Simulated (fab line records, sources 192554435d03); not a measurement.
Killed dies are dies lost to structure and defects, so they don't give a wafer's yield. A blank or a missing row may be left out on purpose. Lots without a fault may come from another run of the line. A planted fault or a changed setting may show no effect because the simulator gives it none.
Chamber matching | flow n5_finfet | N5_BEOL_M8_STRIP_67 on rie_diel-06: 4 sister chambers
The step strips in CF4. 8 wafers are shown with their chamber, then 11 later ones without.

WAFERS WITH THEIR CHAMBER
wafer  | chamber | showerhead_plenum_p_Torr (Torr) | drypump_motor_current_A (A)
L080.3 | 3       | 1.72                            | 6.2
L084.2 | 3       | 1.72                            | 6.2
L085.1 | 1       | 1.78                            | 5.9
L085.5 | 1       | 1.78                            | 6.0
L085.6 | 0       | 1.76                            | 5.8
L087.1 | 0       | 1.76                            | 5.8
L087.5 | 2       | 1.76                            | 5.9
L089.1 | 2       | 1.75                            | 5.9

WAFERS WITHOUT THEIR CHAMBER
wafer  | showerhead_plenum_p_Torr (Torr) | drypump_motor_current_A (A)
L089.2 | 1.76                            | 5.8
L089.5 | 1.78                            | 6.0
L090.3 | 1.71                            | 6.2
L090.5 | 1.78                            | 6.0
L090.6 | 1.76                            | 5.8
L091.2 | 1.75                            | 5.9
L091.4 | 1.78                            | 6.0
L091.5 | 1.75                            | 5.9
L096.3 | 1.71                            | 6.2
L096.4 | 1.71                            | 6.1
L096.5 | 1.75                            | 5.8

WHICH CHAMBER EACH WENT THROUGH
wafer  | from the rows above     | in truth
L089.2 | 0                       | 0
L089.5 | 1                       | 1
L090.3 | 3                       | 3
L090.5 | 1                       | 1
L090.6 | 0                       | 0
L091.2 | 2                       | 2
L091.4 | 1                       | 1
L091.5 | 2                       | 2
L096.3 | 3                       | 3
L096.4 | 3                       | 3
L096.5 | can't be placed: 0 or 2 | 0
Placed correctly: 10 of 11. Can't be placed from these rows: 1 (the true chamber is among the candidates in 1). Placed wrongly: 0.
How it was worked out, from the rows above alone: a wafer's distance from a chamber is the root of the sum, over the readings, of the square of ((its reading less the chamber's mean) divided by the reading's scatter). The wafer belongs to the nearest chamber; if the next one is less than 2 further off, it can't be placed. A chamber's mean is the mean of its shown wafers. The scatter: the root of (the sum of the squares of (reading less its chamber's mean) over the shown wafers, divided by (wafers less chambers)).
